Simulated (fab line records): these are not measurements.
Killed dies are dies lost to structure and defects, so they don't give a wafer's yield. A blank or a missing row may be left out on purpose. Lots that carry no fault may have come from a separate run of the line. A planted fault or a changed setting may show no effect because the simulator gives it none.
fab line records | flow nandHarc | part 2 of 2: steps 28 to 41 of 41
record: lots: 5 | wafers: 15 | lastDay: 30
route steps=1302 shown A_SLIT@945 A_SIN_REMOVE@947 A_WL_FILL@952 A_CONTACT@983
lots that met no fault: taken from a fault-free run of the same line
startH: the number of hours between the record's first day and the start of the first shown wafer of the lot | waitH: time in hours since the lot's previous step | " same as the row above | L1.1+2: a row that stands for several wafers | - value missing, or start not given | * or withheld: withheld | < > ~ a bound
route shown NAME@n: a module of which the file shows steps, and the number in the route of the first | usual: mean/standard deviation taken from wafers without a fault | same: alike in all rows | chamber/n: place in a boat | sites: the reading at each site | _std_site: the standard deviation of these | _edge_site: mean of outer sites minus mean of inner sites | radiusMm: how far each site lies from the wafer's centre | mask NAME#n: copy n | behind: the most recent tool/chamber to have shaped the wafer | hold: cause of the lot's hold/its duration in hours/its outcome | device: transistor that didn't switch, given as n, p or np | end of line: the tests these same wafers got at the end of their route | for a step that has no rows: nothing shown but its recipe | killed: the dies lost at the first sort to structure and to defects; this is not the yield of the wafer | map: the dies of a wafer, with x for killed, . for not killed, _ for no die there
set.NAME: the run value of the setting; set.NAME@STEP: its run value at that earlier step | model.NAME: the simulator's own value behind a step, which no gauge read
lots seen at some steps along the route; tables by step, rows by wafer
services: when a tool's chamber went out of use (startH, in hours from the record's first day, below 0 if earlier), for how many hours, and the reason
== steps ==
step: NHARC_A_WL_FILL_ALD_19
recipe: targetThkA: 20 | pulseTimeS: 3 | aldCycles: 100 | tempC: 450 | material: TiN
usual: heaterPowerW: 1081/110 | precursorPulseHeightRel: 1.003/0.017
lot.wafer | tool        | chamber | startH | waitH | heaterPowerW | precursorPulseHeightRel
L081.4    | aldMetal-01 | 1       | 573.51 | 0.1   | 1152         | 1.008
L081.1    | "           | 3       | "      | "     | 1298         | 0.949
L081.6    | "           | 2       | "      | "     | 903          | 1.000
L083.4    | aldMetal-01 | 1       | 581.04 | 0.1   | 1134         | 0.984
L083.2    | "           | 0       | "      | "     | 1020         | 0.969
L083.5    | "           | 2       | "      | "     | 900          | 1.002
L086.3    | aldMetal-03 | 0       | 594.86 | 0.1   | 1005         | 0.978
L086.4    | "           | 1       | "      | "     | 1180         | 0.988
L086.5    | "           | 1       | "      | "     | 1195         | 1.004
L088.4    | aldMetal-01 | 0       | 616.27 | 0.1   | 1052         | 1.029
L088.6    | "           | 2       | "      | "     | 887          | 1.011
L088.5    | "           | 3       | "      | "     | 1297         | 0.999
L090.1    | aldMetal-03 | 3       | 648.58 | 0.1   | 982          | 1.008
L090.2    | "           | 0       | "      | "     | 1036         | 0.991
L090.5    | "           | 0       | "      | "     | 1019         | 1.010
step: NHARC_A_WL_FILL_CVD_20
recipe: targetThkA: 1000 | tempC: 400 | pressureTorr: 40 | wf6FlowSccm: 40 | h2FlowSccm: 1600 | arFlowSccm: 1560 | timeS: 74 | material: W
usual: heaterPowerW: 821/62 | throttleValvePct: 7.8/0.4
lot.wafer | tool    | chamber | startH | waitH | heaterPowerW | throttleValvePct
L081.1    | cvdW-02 | 1       | -      | -     | 813          | 7.6
L081.4    | "       | 1       | "      | "     | 799          | 7.6
L081.6    | "       | 0       | "      | "     | 756          | 8.3
L083.2    | cvdW-01 | 0       | -      | -     | 894          | 7.3
L083.4    | "       | 0       | "      | "     | 909          | 7.5
L083.5    | "       | 1       | "      | "     | 817          | 7.9
L086.4    | cvdW-02 | 0       | -      | -     | 752          | 8.5
L086.3    | "       | 1       | "      | "     | 819          | 7.7
L086.5    | "       | 1       | "      | "     | 809          | 7.8
L088.4    | cvdW-01 | 0       | -      | -     | 912          | 7.3
L088.5    | "       | 1       | "      | "     | 810          | 7.6
L088.6    | "       | 0       | "      | "     | 871          | 7.5
L090.2    | cvdW-02 | 1       | -      | -     | 782          | 7.3
L090.1    | "       | 0       | "      | "     | 739          | 8.5
L090.5    | "       | 1       | "      | "     | 750          | 7.6
step: NHARC_A_WL_FILL_CMP_12
recipe: tOverpolishS: 30 | targetThkNm: 100
usual: edgeZonePressureFrac: 1.000/0.005 | motorCurrentA: 11.9/1.7 | overpolishRunS: 30.000/0.009 | timeToEndpointS: 21.2/2.7
lot.wafer | tool   | chamber | startH | waitH | edgeZonePressureFrac | motorCurrentA | overpolishRunS | timeToEndpointS
L081.4    | cmp-04 | 3       | 573.89 | 0.1   | 0.999                | 15.6          | 30.009         | 19.0
L081.1    | "      | 2       | "      | "     | 0.997                | 9.7           | 30.004         | 24.5
L081.6    | "      | 3       | "      | "     | 1.003                | 15.0          | 30.003         | 20.4
L083.4    | cmp-04 | 3       | 581.44 | 0.1   | 0.996                | 15.2          | 29.994         | 20.3
L083.2    | "      | 0       | "      | "     | 1.001                | 12.4          | 29.996         | 18.6
L083.5    | "      | 2       | "      | "     | 0.998                | 10.3          | 30.006         | 24.3
L086.3    | cmp-03 | 1       | 595.27 | 0.1   | 0.997                | 11.7          | 29.996         | 16.7
L086.4    | "      | 2       | "      | "     | 0.995                | 13.7          | 30.005         | 22.1
L086.5    | "      | 1       | "      | "     | 1.002                | 11.7          | 30.020         | 19.0
L088.4    | cmp-04 | 2       | 616.64 | 0.1   | 1.006                | 10.1          | 29.991         | 25.7
L088.6    | "      | 1       | "      | "     | 1.003                | 9.9           | 30.005         | 18.0
L088.5    | "      | 2       | "      | "     | 0.997                | 10.0          | 30.006         | 25.1
L090.1    | cmp-04 | 2       | 649.09 | 0.1   | 0.999                | 10.1          | 30.011         | 22.9
L090.2    | "      | 3       | "      | "     | 1.002                | 15.6          | 30.008         | 18.4
L090.5    | "      | 3       | "      | "     | 1.004                | 15.7          | 30.003         | 19.8
step: NHARC_A_WL_FILL_SRD_31
lot.wafer  | tool        | chamber | startH | waitH
L081.4+6+1 | wetBench-07 | 6,7,2   | 574.22 | 0.0
L083.4+5+2 | wetBench-03 | 6,1,2   | 581.74 | 0.0
L086.4+3+5 | wetBench-05 | 1,2,5   | 595.57 | 0.0
L088.4+5+6 | wetBench-03 | 7,2,3   | 616.94 | 0.0
L090.2+5+1 | wetBench-07 | 6,7,0   | 649.41 | 0.0
step: NHARC_A_WL_FILL_INSPECT_15
usual: rawDefectCount: 481/120
lot.wafer | tool             | chamber | startH | waitH | rawDefectCount
L081.1    | defectInspect-02 | -       | 574.38 | 0.0   | 564
L081.4    | "                | -       | "      | "     | 400
L081.6    | "                | -       | "      | "     | 462
L083.2    | defectInspect-01 | -       | 581.90 | 0.0   | 423
L083.4    | "                | -       | "      | "     | 569
L083.5    | "                | -       | "      | "     | 412
L086.3    | defectInspect-02 | -       | 595.74 | 0.0   | 540
L086.4    | "                | -       | "      | "     | 391
L086.5    | "                | -       | "      | "     | 689
L088.4    | defectInspect-02 | -       | 617.08 | 0.0   | 447
L088.5    | "                | -       | "      | "     | 385
L088.6    | "                | -       | "      | "     | 424
L090.1    | defectInspect-01 | -       | 649.60 | 0.0   | 510
L090.2    | "                | -       | "      | "     | 507
L090.5    | "                | -       | "      | "     | 564
step: NHARC_A_CONTACT_DEP_24
recipe: targetThkA: 5000 | tempC: 400 | pressureTorr: 6.5 | rfW: 900 | teosFlowSccm: 161.4 | flowSccm: 2650 | targetThkNm: 500 | gas: O2 | material: SiO2
usual: heaterPowerW: 569/77 | throttleValvePct: 16.0/0.46
lot.wafer | tool     | chamber | startH | waitH | heaterPowerW | throttleValvePct
L081.1    | pecvd-02 | 0       | 574.50 | 0.1   | 539          | 16.1
L081.6    | "        | 2       | "      | "     | 577          | 16.1
L081.4    | "        | 1       | "      | "     | 621          | 15.8
L083.2    | pecvd-01 | 1       | 582.09 | 0.2   | 443          | 15.1
L083.4    | "        | 2       | "      | "     | 528          | 15.9
L083.5    | "        | 0       | "      | "     | 681          | 15.7
L086.3    | pecvd-03 | 0       | 595.86 | 0.1   | 591          | 15.7
L086.4    | "        | 2       | "      | "     | 588          | 16.8
L086.5    | "        | 0       | "      | "     | 634          | 15.4
L088.5    | pecvd-01 | 1       | 617.33 | 0.2   | 528          | 15.3
L088.6    | "        | 2       | "      | "     | 590          | 16.1
L088.4    | "        | 0       | "      | "     | 748          | 15.8
L090.1    | pecvd-03 | 2       | 649.67 | 0.1   | 595          | 16.8
L090.2    | "        | 0       | "      | "     | 572          | 15.4
L090.5    | "        | 1       | "      | "     | 640          | 16.2
step: NHARC_A_CONTACT_DEP_28
recipe: targetThkA: 70000 | tempC: 400 | material: aC
usual: throttleValvePct: 34.999/0.0084
lot.wafer | tool      | chamber | startH | waitH | throttleValvePct
L081.1    | aclDep-01 | 0       | 575.04 | 0.1   | 35.002
L081.4    | "         | 0       | 577.20 | 2.2   | 34.991
L081.6    | "         | 0       | 578.64 | 3.6   | 34.986
L083.2    | aclDep-02 | 0       | 585.78 | 3.3   | 35.006
L083.4    | "         | 0       | 587.17 | 4.7   | 35.001
L083.5    | "         | 0       | "      | "     | 35.004
L086.3    | aclDep-03 | 0       | 597.83 | 1.5   | 34.986
L086.4    | "         | 0       | "      | "     | 34.987
L086.5    | "         | 0       | "      | "     | 35.003
L088.4    | aclDep-01 | 0       | 624.22 | 6.5   | 34.993
L088.5    | "         | 0       | "      | "     | 34.993
L088.6    | "         | 0       | "      | "     | 34.987
L090.1    | aclDep-03 | 0       | 650.27 | 0.1   | 35.007
L090.2    | "         | 0       | "      | "     | 34.997
L090.5    | "         | 0       | 653.11 | 2.9   | 34.988
step: NHARC_A_CONTACT_DEP_29
recipe: targetThkA: 1000 | targetThkNm: 100 | tempC: 400 | pressureTorr: 3.5 | flowSccm: 200 | rfW: 350 | material: SiON
usual: heaterPowerW: 761/80
lot.wafer | tool     | chamber | startH | waitH | heaterPowerW
L081.1    | pecvd-02 | 0       | 579.40 | 3.6   | 686
L081.4    | "        | 0       | "      | "     | 703
L081.6    | "        | 1       | "      | "     | 716
L083.2    | pecvd-03 | 1       | 589.34 | 2.9   | 824
L083.5    | "        | 2       | "      | "     | 857
L083.4    | "        | 0       | "      | "     | 744
L086.3    | pecvd-03 | 2       | 600.73 | 2.2   | 818
L086.4    | "        | 1       | "      | "     | 843
L086.5    | "        | 0       | "      | "     | 789
L088.6    | pecvd-01 | 0       | 626.44 | 0.1   | 930
L088.4    | "        | 1       | "      | "     | 641
L088.5    | "        | 2       | "      | "     | 682
L090.1    | pecvd-01 | 0       | 654.55 | 3.6   | 829
L090.2    | "        | 1       | "      | "     | 730
L090.5    | "        | 0       | "      | "     | 845
step: NHARC_A_CONTACT_DEHYDRATE_32
recipe: tempC: 150 | timeS: 120
lot.wafer  | tool          | chamber | startH | waitH
L081.1+4+6 | lithoTrack-06 | 0       | 579.68 | 0.2
L083.2+4+5 | lithoTrack-04 | 0       | 589.55 | 0.2
L086.3+4+5 | lithoTrack-01 | 0       | 600.97 | 0.2
L088.4+5+6 | lithoTrack-01 | 0       | 626.63 | 0.1
L090.1+2+5 | lithoTrack-06 | 0       | 654.82 | 0.2
step: NHARC_A_CONTACT_HMDS_33
recipe: timeS: 30
lot.wafer  | tool          | chamber | startH | waitH
L081.1+4+6 | lithoTrack-06 | 0       | -      | -
L083.2+4+5 | lithoTrack-04 | 0       | -      | -
L086.3+4+5 | lithoTrack-01 | 0       | -      | -
L088.4+5+6 | lithoTrack-01 | 0       | -      | -
L090.1+2+5 | lithoTrack-06 | 0       | -      | -
step: NHARC_A_CONTACT_COAT_34
recipe: tempC: 260 | timeS: 75
lot.wafer  | tool          | chamber | startH | waitH
L081.1+4+6 | lithoTrack-06 | 0       | -      | -
L083.2+4+5 | lithoTrack-04 | 0       | -      | -
L086.3+4+5 | lithoTrack-01 | 0       | -      | -
L088.4+5+6 | lithoTrack-01 | 0       | -      | -
L090.1+2+5 | lithoTrack-06 | 0       | -      | -
step: NHARC_A_CONTACT_COAT_35
recipe: tempC: 225 | timeS: 65
lot.wafer  | tool          | chamber | startH | waitH
L081.1+4+6 | lithoTrack-06 | 0       | -      | -
L083.2+4+5 | lithoTrack-04 | 0       | -      | -
L086.3+4+5 | lithoTrack-01 | 0       | -      | -
L088.4+5+6 | lithoTrack-01 | 0       | -      | -
L090.1+2+5 | lithoTrack-06 | 0       | -      | -
step: NHARC_A_CONTACT_COAT_36
recipe: spinRpm: 1500 | resistThkNm: 90
lot.wafer  | tool          | chamber | startH | waitH
L081.1+4+6 | lithoTrack-06 | 0       | -      | -
L083.2+4+5 | lithoTrack-04 | 0       | -      | -
L086.3+4+5 | lithoTrack-01 | 0       | -      | -
L088.4+5+6 | lithoTrack-01 | 0       | -      | -
L090.1+2+5 | lithoTrack-06 | 0       | -      | -
step: NHARC_A_CONTACT_SOFTBAKE_37
recipe: tempC: 105 | timeS: 55
lot.wafer  | tool          | chamber | startH | waitH
L081.1+4+6 | lithoTrack-06 | 0       | -      | -
L083.2+4+5 | lithoTrack-04 | 0       | -      | -
L086.3+4+5 | lithoTrack-01 | 0       | -      | -
L088.4+5+6 | lithoTrack-01 | 0       | -      | -
L090.1+2+5 | lithoTrack-06 | 0       | -      | -
== services ==
tool          | chamber | startH | hours | kind
cmp-04        | -       | 525.19 | 1.6   | repair
aldHk-02      | -       | 525.34 | 0.4   | repair
aldMetal-01   | -       | 526.00 | 10.0  | pm
rieDiel-13    | 3       | 526.18 | 16.0  | repair
pecvd-01      | -       | 527.35 | 1.5   | repair
lithoTrack-06 | -       | 529.00 | 7.0   | pm
aldHk-02      | -       | 531.11 | 10.0  | pm
cmp-04        | -       | 539.43 | 4.0   | pm
wetBench-06   | -       | 545.62 | 8.0   | pm
pecvd-03      | -       | 547.00 | 13.0  | pm
cvdW-01       | -       | 547.53 | 13.0  | pm
wetBench-03   | -       | 548.68 | 1.9   | repair
wetBench-05   | -       | 550.15 | 4.2   | repair
lithoTrack-04 | -       | 553.00 | 7.0   | pm
wetBench-03   | -       | 562.41 | 8.0   | pm
pecvd-01      | -       | 572.57 | 1.1   | repair
rieMetal-01   | -       | 575.03 | 9.0   | pm
cvdW-01       | -       | 576.27 | 0.8   | repair
cmp-04        | -       | 593.63 | 0.8   | repair
wetBench-05   | -       | 608.94 | 26.8  | repair
cvdW-02       | -       | 631.00 | 13.0  | pm
rieMetal-02   | -       | 631.00 | 9.0   | pm
wetBench-05   | -       | 635.76 | 8.0   | pm
wetBench-03   | -       | 642.14 | 0.9   | repair
